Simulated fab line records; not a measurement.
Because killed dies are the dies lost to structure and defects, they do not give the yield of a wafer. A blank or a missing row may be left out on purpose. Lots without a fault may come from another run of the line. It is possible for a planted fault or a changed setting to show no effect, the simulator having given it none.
Matching of chambers + flow n5_finfet + N5_FIN_SAQP_SPACER2_ALD_28 on ald_sin-04: 4 sister chambers
The step deposits SiO2, target thk 8.1 nm, pulse time 1 s, purge time 2 s. 14 wafers are shown with their chamber, then 7 later ones without.

== WAFERS, EACH WITH ITS CHAMBER ==
| wafer  | chamber | heater_power_outer_w (W) | heater_power_w (W) | chamber_pressure_Torr (Torr) |
|--------|---------|--------------------------|--------------------|------------------------------|
| L206.2 | 3       | 296                      | 515                | 1.987                        |
| L206.3 | 0       | 251                      | 485                | 2.000                        |
| L206.6 | 1       | 274                      | 514                | 2.000                        |
| L208.3 | 2       | 263                      | 452                | 2.000                        |
| L208.4 | 1       | 279                      | 501                | 1.998                        |
| L208.6 | 2       | 264                      | 456                | 1.999                        |
| L209.1 | 1       | 276                      | 514                | 2.005                        |
| L209.2 | 3       | 291                      | 528                | 1.996                        |
| L209.6 | 1       | 268                      | 497                | 2.003                        |
| L220.3 | 0       | 244                      | 463                | 1.999                        |
| L220.4 | 2       | 267                      | 473                | 1.994                        |
| L220.5 | 3       | 299                      | 531                | 1.997                        |
| L221.1 | 0       | 242                      | 472                | 2.008                        |
| L221.3 | 3       | 307                      | 532                | 1.997                        |

SIGNATURES (averages over the wafers above)
| reading               | chamber 0 | chamber 1 | chamber 2 | chamber 3 | scatter within a chamber |
|-----------------------|-----------|-----------|-----------|-----------|--------------------------|
| heater_power_outer_w  | 245.67    | 274.25    | 264.67    | 298.25    | 5.03                     |
| heater_power_w        | 473.33    | 506.50    | 460.33    | 526.50    | 9.55                     |
| chamber_pressure_Torr | 2.00233   | 2.00150   | 1.99767   | 1.99425   | 0.00411                  |
Rule: distance of a wafer from a chamber = root of the sum over the readings of ((wafer's reading minus chamber's mean) / reading's scatter) squared. If the next closest chamber is less than 2 further off than the closest, the wafer can't be placed; otherwise it belongs to the closest. How the scatter is found: for the shown wafers, subtract from each reading the mean of its chamber, square and add these, divide the total by (wafers less chambers), then take the root.

== WAFERS WITH NO CHAMBER GIVEN ==
| wafer  | heater_power_outer_w (W) | heater_power_w (W) | chamber_pressure_Torr (Torr) |
|--------|--------------------------|--------------------|------------------------------|
| L221.5 | 263                      | 459                | 2.005                        |
| L223.1 | 305                      | 547                | 1.996                        |
| L223.2 | 266                      | 470                | 1.999                        |
| L223.4 | 270                      | 493                | 2.001                        |
| L224.2 | 278                      | 499                | 2.003                        |
| L224.5 | 244                      | 474                | 1.995                        |
| L224.6 | 266                      | 511                | 2.005                        |

== WHICH CHAMBER EACH WENT THROUGH ==
| wafer  | from the rows above     | in truth |
|--------|-------------------------|----------|
| L221.5 | can't be placed: 2 or 0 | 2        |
| L223.1 | 3                       | 3        |
| L223.2 | 2                       | 2        |
| L223.4 | 1                       | 1        |
| L224.2 | 1                       | 1        |
| L224.5 | 0                       | 0        |
| L224.6 | 1                       | 1        |
Placed correctly: 6 of 7. Unplaceable from these rows: 1, with the true chamber sitting among the candidates in 1. Number placed wrongly: 0.
